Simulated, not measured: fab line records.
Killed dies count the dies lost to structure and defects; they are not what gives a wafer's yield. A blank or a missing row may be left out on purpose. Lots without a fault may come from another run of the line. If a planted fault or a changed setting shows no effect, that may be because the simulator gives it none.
fab line records	flow n5-finfet	part 1 of 2: steps 1 to 12 of 22
record: lots: 5	wafers: 15	last-day: 18
route steps=1938 shown GATE_CUT@492
lots that met no fault: taken from a fault-free run of the same line
start-h: hours from the record's opening day to when the first of the lot's shown wafers began	wait-h: time in hours since the lot's previous step	" as in the row above	L1.1+2: several wafers, shown together as one row	- no value, or no start was given	* or withheld: withheld	< > ~ a bound
route shown NAME@n: a module of which the file shows steps, and the number in the route of the first	usual: mean and standard deviation over wafers with no fault	same: alike in all rows	chamber/n: place in a boat	sites: per-site readings	_std_site: the values' standard deviation	_edge_site: mean of outer sites minus mean of inner sites	radius-mm: for every site, how far away it sits from the centre of the wafer	mask NAME#n: copy n	behind: the tool/chamber that last shaped the wafer	hold: why the lot went on hold/how many hours it stayed there/how the hold came to an end	device: whichever transistor did not switch (one of n, p or np)	end of line: tests run on the same wafers once the route is complete	for a step that has no rows: nothing shown but its recipe	killed: count of dies lost to structure and defects at first sort (not the wafer's yield)	map: shows each die of a wafer: x if killed, . if not, _ if none is there
set.NAME: the setting the step ran with; set.NAME@STEP: the setting that earlier step ran with	model.NAME: the simulator's own value behind a step, which no gauge read
lots at some steps of the route; a table a step, a row a wafer
services: from which hour (start-h, from the record's first day; less than 0 if before it) a tool's chamber was out of use, for how many hours, and why
== steps ==
step: N5_GATE_CUT_ETCH_36
recipe: chemistry: CF4	target: SiARC	target-depth-a: 130	mask-material: CAR-EUV	time-s: 21.7	ion-energy-ev: 80	pressure-mtorr: 40	source-w: 545	bias-w: 36	Ar_flow_sccm: 100	cf4-flow-sccm: 100	ends: cleared
usual: bias-w: 36.01/0.11	drypump-motor-current-A: 5.5/0.4	etch-rf-on-time-s: 21.5/0.32	oes-product-au: 0.70/0.076	rf-vpp-V: 184.5/1.2	showerhead-plenum-p-Torr: 2.17/0.076	throttle-valve-pct: 15.59/0.26
lot.wafer	tool	chamber	start-h	wait-h	bias-w	drypump-motor-current-A	etch-rf-on-time-s	oes-product-au	rf-hours-counter-h	rf-vpp-V	showerhead-plenum-p-Torr	throttle-valve-pct
L074.3	rie-diel-01	0	84.89	0.0	35.86	5.1	21.6	0.78	24	185.2	2.27	15.46
L074.4	"	1	"	"	36.05	5.9	21.5	0.82	2	187.0	2.28	15.07
L074.5	"	1	"	"	36.05	6.0	21.7	0.81	-	185.6	2.28	15.07
L084.1	rie-diel-01	2	141.27	0.0	35.94	5.5	21.2	0.60	236	184.8	2.12	15.82
L084.4	"	3	"	"	36.00	5.4	20.8	0.77	33	184.2	2.18	15.47
L084.5	"	0	"	"	35.98	5.1	21.4	0.76	-	183.6	2.26	15.47
L092.1	rie-diel-03	0	190.92	0.0	36.06	5.2	21.2	0.61	239	183.5	2.03	15.93
L092.4	"	2	"	"	36.12	5.4	21.1	0.72	84	185.3	2.25	15.82
L092.6	"	1	"	"	35.84	5.9	21.5	0.74	-	185.9	2.18	15.47
L094.1	rie-diel-04	2	209.38	0.0	36.02	5.8	21.8	0.58	239	183.9	2.19	15.88
L094.4	"	0	"	"	35.99	5.8	21.9	0.57	-	186.0	2.20	15.92
L094.6	"	2	"	"	36.20	5.8	21.8	0.58	-	184.5	2.19	15.88
L096.1	rie-diel-01	1	227.90	0.0	36.07	5.9	21.8	0.71	47	184.7	2.26	15.16
L096.2	"	2	"	"	35.92	5.5	21.4	0.84	2	183.7	2.11	15.35
L096.6	"	1	"	"	36.12	5.9	21.5	0.72	-	186.5	2.26	15.17
step: N5_GATE_CUT_ETCH_37
recipe: chemistry: N2/H2	target: SOC	target-depth-a: 600	overetch-a: 120	mask-material: SiARC	temp-c: 40	time-s: 90	ion-energy-ev: 200	pressure-mtorr: 30	source-w: 840	bias-w: 150	n2-flow-sccm: 200	h2-flow-sccm: 200
usual: bias-w: 150.0/0.47	drypump-motor-current-A: 5.5/0.41	n2-flow-sccm: 200.0/0.63	oes-product-au: 0.73/0.077	rf-vpp-V: 524.9/2.9	showerhead-plenum-p-Torr: 2.58/0.096	throttle-valve-pct: 17.81/0.25
lot.wafer	tool	chamber	start-h	wait-h	bias-w	drypump-motor-current-A	n2-flow-sccm	oes-product-au	rf-hours-counter-h	rf-vpp-V	showerhead-plenum-p-Torr	throttle-valve-pct
L074.3	rie-diel-01	0	84.92	0.0	150.6	5.1	200.1	0.81	24	528.5	2.71	17.85
L074.4	"	1	"	"	150.3	6.0	200.5	0.85	2	529.6	2.71	17.29
L074.5	"	1	"	"	150.5	6.0	199.3	0.85	-	528.0	2.71	17.28
L084.1	rie-diel-01	2	141.29	0.0	150.4	5.5	200.9	0.62	236	523.4	2.51	18.05
L084.4	"	3	"	"	150.2	5.4	198.9	0.79	33	524.9	2.59	17.69
L084.5	"	0	"	"	150.5	5.0	200.2	0.80	-	529.8	2.70	17.87
L092.1	rie-diel-03	0	190.95	0.0	151.2	5.2	199.6	0.63	239	519.9	2.41	18.07
L092.4	"	2	"	"	150.8	5.4	199.9	0.74	84	526.7	2.68	18.09
L092.6	"	1	"	"	149.5	5.9	200.2	0.78	-	525.1	2.58	17.68
L094.1	rie-diel-04	2	209.41	0.0	150.1	5.8	200.4	0.61	239	524.9	2.60	18.02
L094.4	"	0	"	"	149.5	5.8	200.0	0.60	-	525.7	2.60	18.02
L094.6	"	2	"	"	150.9	5.8	201.2	0.61	-	526.2	2.60	18.04
L096.1	rie-diel-01	1	227.93	0.0	149.2	6.0	199.1	0.75	47	526.6	2.69	17.35
L096.2	"	2	"	"	149.2	5.5	201.5	0.88	2	522.7	2.51	17.65
L096.6	"	1	"	"	149.6	5.9	199.9	0.75	-	528.0	2.69	17.34
step: N5_GATE_CUT_STRIP_38
recipe: chemistry: N2/H2	temp-c: 40	n2-flow-sccm: 200	h2-flow-sccm: 200	rf-frequency-hz: 6e+07
lot.wafer	tool	chamber	start-h	wait-h
L074.3+4+5	rie-diel-01	0,1,1	84.98	0.0
L084.1+4+5	rie-diel-01	2,3,0	141.36	0.0
L092.1+4+6	rie-diel-03	0,2,1	191.01	0.0
L094.1+4+6	rie-diel-04	2,0,2	209.47	0.0
L096.1+2+6	rie-diel-01	1,2,1	227.99	0.0
step: N5_GATE_CUT_STRIP_39
recipe: chemistry: N2/H2	temp-c: 40	n2-flow-sccm: 200	h2-flow-sccm: 200	rf-frequency-hz: 6e+07
lot.wafer	tool	chamber	start-h	wait-h
L074.3+4+5	rie-diel-01	0,1,1	84.99	0.0
L084.1+4+5	rie-diel-01	2,3,0	141.37	0.0
L092.1+4+6	rie-diel-03	0,2,1	191.02	0.0
L094.1+4+6	rie-diel-04	2,0,2	209.48	0.0
L096.1+2+6	rie-diel-01	1,2,1	228.00	0.0
step: N5_GATE_CUT_HM_OPEN_40
recipe: chemistry: C4F6/O2	target: SiO2	mask-material: SiARC	target-depth-a: 1390	time-s: 85.1	ion-energy-ev: 250	pressure-mtorr: 30	source-w: 345	bias-w: 185	Ar_flow_sccm: 300	C4F6_flow_sccm: 10	O2_flow_sccm: 10	ends: cleared
usual: bias-w: 185.0/0.5	drypump-motor-current-A: 5.5/0.4	etch-rf-on-time-s: 93.4/1.7	oes_f_703_au: 0.81/0.085	oes-product-au: 0.74/0.081	rf-vpp-V: 667/7.1	showerhead-plenum-p-Torr: 2.89/0.1	throttle-valve-pct: 20.94/0.26
lot.wafer	tool	chamber	start-h	wait-h	bias-w	drypump-motor-current-A	etch-rf-on-time-s	oes_f_703_au	oes-product-au	rf-hours-counter-h	rf-vpp-V	showerhead-plenum-p-Torr	throttle-valve-pct
L074.3	rie-diel-01	0	85.00	0.0	185.0	5.1	91.1	0.89	0.82	25	669	3.02	20.88
L074.4	"	1	"	"	184.7	6.0	93.9	0.94	0.85	2	675	3.02	20.38
L074.5	"	1	"	"	185.4	6.0	93.0	0.94	0.86	-	675	3.02	20.39
L084.1	rie-diel-01	2	141.38	0.0	184.9	5.6	93.8	0.69	0.63	236	665	2.82	21.14
L084.4	"	3	"	"	185.9	5.4	92.6	0.90	0.81	33	675	2.90	20.87
L084.5	"	0	"	"	185.1	5.1	94.9	0.88	0.80	-	669	3.02	20.90
L092.1	rie-diel-03	0	191.03	0.0	184.4	5.2	91.9	0.71	0.63	239	655	2.70	21.23
L092.4	"	2	"	"	185.0	5.4	94.1	0.85	0.74	84	658	2.99	21.18
L092.6	"	1	"	"	184.3	5.9	95.0	0.87	0.79	-	662	2.90	20.86
L094.1	rie-diel-04	2	209.49	0.0	185.1	5.8	96.9	0.70	0.61	239	661	2.92	21.19
L094.4	"	0	"	"	185.0	5.8	95.9	0.65	0.60	-	679	2.92	21.18
L094.6	"	2	"	"	185.2	5.8	95.7	0.70	0.62	-	663	2.92	21.19
L096.1	rie-diel-01	1	228.01	0.0	184.9	6.0	92.6	0.83	0.76	47	674	3.00	20.45
L096.2	"	2	"	"	184.3	5.5	90.9	0.98	0.89	2	665	2.82	20.77
L096.6	"	1	"	"	185.0	6.0	94.6	0.84	0.75	-	675	3.00	20.44
step: N5_GATE_CUT_STRIP_41
recipe: chemistry: CF4	resist: SiARC	power-w: 300	bias-power-w: 75	pressure-mtorr: 50	cf4-flow-sccm: 150	rf-frequency-hz: 6e+07
usual: drypump-motor-current-A: 5.5/0.4	oes-product-au: 0.187/0.02	rf-vpp-V: 271.7/1.6	showerhead-plenum-p-Torr: 1.82/0.064	throttle-valve-pct: 13.55/0.27
lot.wafer	tool	chamber	start-h	wait-h	drypump-motor-current-A	oes-product-au	rf-hours-counter-h	rf-vpp-V	showerhead-plenum-p-Torr	throttle-valve-pct
L074.3	rie-diel-01	0	85.07	0.0	5.0	0.205	25	274.0	1.90	13.36
L074.4	"	1	"	"	5.9	0.217	2	274.4	1.91	13.04
L074.5	"	1	"	"	5.9	0.219	-	273.1	1.91	13.03
L084.1	rie-diel-01	2	141.44	0.0	5.5	0.159	236	271.1	1.77	13.79
L084.4	"	3	"	"	5.4	0.203	33	272.0	1.82	13.42
L084.5	"	0	"	"	5.1	0.199	-	273.1	1.89	13.38
L092.1	rie-diel-03	0	191.09	0.0	5.2	0.165	239	268.8	1.70	13.92
L092.4	"	2	"	"	5.4	0.193	84	273.7	1.88	13.78
L092.6	"	1	"	"	5.9	0.201	-	270.5	1.82	13.42
L094.1	rie-diel-04	2	209.55	0.0	5.8	0.154	240	270.9	1.84	13.90
L094.4	"	0	"	"	5.8	0.156	-	271.1	1.84	13.92
L094.6	"	2	"	"	5.8	0.161	-	271.8	1.84	13.88
L096.1	rie-diel-01	1	228.07	0.0	6.0	0.192	47	273.4	1.89	13.14
L096.2	"	2	"	"	5.6	0.224	2	270.7	1.77	13.25
L096.6	"	1	"	"	6.0	0.188	-	273.0	1.89	13.13
step: N5_GATE_CUT_STRIP_42
recipe: chemistry: O2	power-w: 400	temp-c: 40	pressure-mtorr: 30	rf-frequency-hz: 6e+07	bias-power-w: 0	overash-fraction: 0.3	o2-flow-sccm: 225
usual: drypump-motor-current-A: 5.5/0.4	o2-flow-sccm: 224.9/0.67	oes-product-au: 0.82/0.091	rf-vpp-V: 3.6/0.52	showerhead-plenum-p-Torr: 2.13/0.083	throttle-valve-pct: 16.66/0.24
lot.wafer	tool	chamber	start-h	wait-h	drypump-motor-current-A	o2-flow-sccm	oes-product-au	rf-hours-counter-h	rf-vpp-V	showerhead-plenum-p-Torr	throttle-valve-pct
L074.3	rie-diel-01	0	85.09	0.0	5.1	224.2	0.91	25	3.9	2.24	16.60
L074.4	"	1	"	"	5.9	225.4	0.95	2	4.2	2.25	16.18
L074.5	"	1	"	"	6.0	224.4	0.95	-	3.8	2.25	16.18
L084.1	rie-diel-01	2	141.46	0.0	5.6	224.0	0.70	236	3.4	2.07	16.85
L084.4	"	3	"	"	5.4	224.6	0.91	33	3.3	2.14	16.54
L084.5	"	0	"	"	5.0	224.2	0.90	-	4.0	2.24	16.60
L092.1	rie-diel-03	0	191.11	0.0	5.2	223.8	0.70	239	3.7	1.98	16.98
L092.4	"	2	"	"	5.4	225.4	0.82	84	3.2	2.21	16.93
L092.6	"	1	"	"	5.9	225.2	0.86	-	4.0	2.14	16.57
L094.1	rie-diel-04	2	209.57	0.0	5.8	225.4	0.67	240	3.6	2.16	16.98
L094.4	"	0	"	"	5.8	223.8	0.68	-	3.7	2.14	16.86
L094.6	"	2	"	"	5.8	224.4	0.68	-	3.7	2.16	16.99
L096.1	rie-diel-01	1	228.09	0.0	6.0	224.4	0.85	47	3.4	2.23	16.25
L096.2	"	2	"	"	5.5	224.5	0.98	2	3.9	2.06	16.40
L096.6	"	1	"	"	5.9	225.5	0.84	-	4.3	2.23	16.25
step: N5_GATE_CUT_ETCH_19
recipe: chemistry: CH3F/O2	target: SiNx	mask-material: SiO2	target-depth-a: 537	time-s: 76.7	pressure-mtorr: 30	source-w: 395	bias-w: 73	Ar_flow_sccm: 150	CH3F_flow_sccm: 30	O2_flow_sccm: 20	ion-energy-ev: 120	ends: cleared
usual: bias-w: 72.97/0.22	drypump-motor-current-A: 5.5/0.4	etch-rf-on-time-s: 76.3/1	oes_f_703_au: 0.81/0.084	oes-product-au: 0.70/0.077	rf-vpp-V: 298/3.2	showerhead-plenum-p-Torr: 2.03/0.075	throttle-valve-pct: 16.33/0.26
lot.wafer	tool	chamber	start-h	wait-h	bias-w	drypump-motor-current-A	etch-rf-on-time-s	oes_f_703_au	oes-product-au	rf-hours-counter-h	rf-vpp-V	showerhead-plenum-p-Torr	throttle-valve-pct
L074.3	rie-diel-01	0	85.13	0.0	72.84	5.1	75.6	0.89	0.78	25	299	2.13	16.23
L074.4	"	1	"	"	72.99	5.9	75.7	0.94	0.82	2	300	2.13	15.77
L074.5	"	1	"	"	72.98	6.0	75.6	0.93	0.82	-	301	2.13	15.80
L084.1	rie-diel-01	2	141.50	0.0	73.13	5.5	76.7	0.70	0.59	236	298	1.98	16.57
L084.4	"	3	"	"	73.14	5.4	74.0	0.89	0.77	33	302	2.04	16.23
L084.5	"	0	"	"	73.02	5.0	76.7	0.88	0.75	-	299	2.13	16.26
L092.1	rie-diel-03	0	191.15	0.0	73.16	5.2	77.2	0.71	0.59	239	291	1.90	16.68
L092.4	"	2	"	"	73.30	5.4	77.4	0.84	0.70	84	295	2.11	16.56
L092.6	"	1	"	"	72.91	5.9	77.6	0.87	0.73	-	295	2.04	16.23
L094.1	rie-diel-04	2	209.61	0.0	73.08	5.8	76.7	0.69	0.58	240	297	2.05	16.63
L094.4	"	0	"	"	72.88	5.8	75.8	0.66	0.58	-	305	2.05	16.64
L094.6	"	2	"	"	73.09	5.7	77.2	0.69	0.58	-	296	2.05	16.64
L096.1	rie-diel-01	1	228.13	0.0	72.82	6.0	75.9	0.83	0.72	47	300	2.12	15.88
L096.2	"	2	"	"	72.76	5.5	75.4	0.98	0.85	2	297	1.98	16.11
L096.6	"	1	"	"	73.38	5.9	75.9	0.83	0.73	-	300	2.12	15.89
step: N5_GATE_CUT_CUT_ETCH_53
recipe: chemistry: SF6/Cl2	target: W	mask-material: SiO2	target-depth-a: 792	pressure-mtorr: 8	icp-w: 900	bias-w: 80	SF6_flow_sccm: 40	Cl2_flow_sccm: 60	ends: cleared
usual: bias-w: 80.02/0.24	drypump-motor-current-A: 5.6/0.41	etch-rf-on-time-s: 26.2/0.34	mfc-cl2-sccm: 59.98/0.19	oes-product-au: 0.74/0.082	throttle-valve-pct: 28.84/0.22
lot.wafer	tool	chamber	start-h	wait-h	bias-w	drypump-motor-current-A	etch-rf-on-time-s	mfc-cl2-sccm	oes-product-au	rf-hours-counter-h	throttle-valve-pct
L074.3	rie-metal-01	0	85.25	0.1	79.88	5.3	25.9	59.90	0.86	-	28.79
L074.4	"	1	"	"	79.95	6.1	26.0	59.78	0.74	-	29.05
L074.5	"	0	"	"	80.43	5.3	25.9	60.19	0.87	-	28.80
L084.1	rie-metal-01	1	141.60	0.1	79.86	6.1	26.5	59.97	0.72	38	29.05
L084.4	"	0	"	"	80.12	5.3	25.9	59.98	0.83	-	28.81
L084.5	"	0	"	"	79.98	5.3	26.0	60.08	0.81	-	28.80
L092.1	rie-metal-03	1	191.26	0.1	80.32	5.9	26.2	59.76	0.70	41	28.84
L092.4	"	1	"	"	80.07	5.9	26.4	59.93	0.70	-	28.85
L092.6	"	1	"	"	79.89	5.9	26.0	59.92	0.70	-	28.85
L094.1	rie-metal-01	1	209.72	0.1	79.30	6.1	26.2	60.20	0.70	44	29.07
L094.4	"	1	"	"	79.93	6.1	26.4	60.07	0.70	-	29.07
L094.6	"	1	"	"	79.82	6.1	26.4	60.20	0.69	-	29.07
L096.1	rie-metal-02	1	228.24	0.1	79.94	5.9	25.5	60.24	0.78	17	29.07
L096.2	"	0	"	"	80.34	5.0	25.9	60.21	0.59	102	28.89
L096.6	"	0	"	"	80.13	5.0	26.2	60.56	0.58	-	28.90
step: N5_GATE_CUT_CUT_ETCH_54
recipe: chemistry: Cl2/BCl3	target: TiN	mask-material: SiO2	target-depth-a: 967	pressure-mtorr: 10	icp-w: 1000	bias-w: 126	Cl2_flow_sccm: 53.25	bcl3-flow-sccm: 21.75	Ar_flow_sccm: 25	ends: cleared
usual: bias-w: 126.0/0.38	drypump-motor-current-A: 5.6/0.41	etch-rf-on-time-s: 36.4/0.46	mfc-cl2-sccm: 53.27/0.14	oes-product-au: 0.74/0.082	throttle-valve-pct: 22.18/0.23
lot.wafer	tool	chamber	start-h	wait-h	bias-w	drypump-motor-current-A	etch-rf-on-time-s	mfc-cl2-sccm	oes-product-au	rf-hours-counter-h	throttle-valve-pct
L074.3	rie-metal-01	0	85.31	0.0	125.8	5.3	35.9	53.28	0.87	-	22.06
L074.4	"	1	"	"	126.2	6.1	36.4	53.27	0.73	-	22.40
L074.5	"	0	"	"	125.6	5.3	35.6	53.19	0.88	-	22.07
L084.1	rie-metal-01	1	141.66	0.0	125.7	6.1	36.5	53.48	0.71	38	22.44
L084.4	"	0	"	"	126.3	5.3	36.1	53.33	0.83	-	22.08
L084.5	"	0	"	"	125.5	5.3	36.1	53.20	0.82	-	22.09
L092.1	rie-metal-03	1	191.32	0.0	126.2	5.9	35.8	53.37	0.71	41	22.23
L092.4	"	1	"	"	126.3	5.9	35.9	53.37	0.70	-	22.20
L092.6	"	1	"	"	126.1	5.9	36.0	53.23	0.71	-	22.21
L094.1	rie-metal-01	1	209.78	0.0	125.7	6.1	37.4	53.12	0.69	44	22.47
L094.4	"	1	"	"	125.6	6.1	37.0	53.36	0.70	-	22.46
L094.6	"	1	"	"	125.7	6.1	36.7	53.22	0.69	-	22.45
L096.1	rie-metal-02	1	228.30	0.0	125.9	6.0	35.5	53.31	0.78	17	22.37
L096.2	"	0	"	"	125.7	5.0	36.2	53.23	0.59	102	22.28
L096.6	"	0	"	"	126.0	5.0	36.1	53.45	0.59	-	22.31
step: N5_GATE_CUT_CUT_ETCH_55
recipe: chemistry: BCl3	target: HfO2	mask-material: SiO2	target-depth-a: 32	ion-energy-ev: 30	pressure-mtorr: 5	icp-w: 450	bias-w: 18	bcl3-flow-sccm: 80
usual: bias-w: 17.99/0.049	drypump-motor-current-A: 5.6/0.41	oes-product-au: 0.82/0.093	throttle-valve-pct: 33.05/0.3
lot.wafer	tool	chamber	start-h	wait-h	bias-w	drypump-motor-current-A	oes-product-au	rf-hours-counter-h	throttle-valve-pct
L074.3	rie-metal-01	0	85.36	0.0	18.04	5.3	0.97	-	33.13
L074.4	"	1	"	"	17.96	6.1	0.81	-	33.36
L074.5	"	0	"	"	18.07	5.3	0.96	-	33.14
L084.1	rie-metal-01	1	141.72	0.0	18.02	6.0	0.79	38	33.37
L084.4	"	0	"	"	17.95	5.3	0.92	-	33.15
L084.5	"	0	"	"	17.89	5.3	0.92	-	33.17
L092.1	rie-metal-03	1	191.38	0.0	17.99	5.9	0.76	41	33.04
L092.4	"	1	"	"	18.02	5.8	0.77	-	33.02
L092.6	"	1	"	"	17.96	5.9	0.77	-	33.02
L094.1	rie-metal-01	1	209.84	0.0	18.00	6.1	0.77	45	33.39
L094.4	"	1	"	"	18.05	6.1	0.76	-	33.37
L094.6	"	1	"	"	17.96	6.1	0.77	-	33.39
L096.1	rie-metal-02	1	228.36	0.0	18.04	6.0	0.85	17	33.38
L096.2	"	0	"	"	17.98	5.0	0.65	102	32.93
L096.6	"	0	"	"	17.98	4.9	0.64	-	32.92
step: N5_GATE_CUT_ETCH_47
recipe: chemistry: Cl2/BCl3	target: SiO2	target-depth-a: 100	pressure-mtorr: 10	icp-w: 1000	bias-w: 126	Cl2_flow_sccm: 53.25	bcl3-flow-sccm: 21.75	Ar_flow_sccm: 25
usual: bias-w: 126.0/0.35	drypump-motor-current-A: 5.6/0.41	mfc-cl2-sccm: 53.23/0.16	oes-product-au: 0.82/0.092	throttle-valve-pct: 22.72/0.23
lot.wafer	tool	chamber	start-h	wait-h	bias-w	drypump-motor-current-A	mfc-cl2-sccm	oes-product-au	rf-hours-counter-h	throttle-valve-pct
L074.3	rie-metal-01	0	85.39	0.0	126.4	5.3	52.96	0.96	-	22.61
L074.4	"	1	"	"	126.2	6.1	53.46	0.81	-	22.94
L074.5	"	0	"	"	126.1	5.3	53.38	0.96	-	22.62
L084.1	rie-metal-01	1	141.75	0.0	125.9	6.1	53.27	0.78	38	22.97
L084.4	"	0	"	"	125.6	5.3	53.42	0.90	-	22.64
L084.5	"	0	"	"	125.7	5.3	53.41	0.91	-	22.65
L092.1	rie-metal-03	1	191.41	0.0	125.9	5.9	53.19	0.78	41	22.76
L092.4	"	1	"	"	126.1	5.9	53.06	0.79	-	22.76
L092.6	"	1	"	"	126.3	5.9	53.17	0.77	-	22.77
L094.1	rie-metal-01	1	209.87	0.0	126.2	6.1	53.17	0.77	45	22.98
L094.4	"	1	"	"	126.0	6.1	53.20	0.76	-	22.98
L094.6	"	1	"	"	125.6	6.1	53.20	0.77	-	22.98
L096.1	rie-metal-02	1	228.39	0.0	125.8	6.0	53.45	0.86	17	22.92
L096.2	"	0	"	"	126.3	4.9	53.06	0.64	102	22.84
L096.6	"	0	"	"	125.8	5.0	53.40	0.64	-	22.84
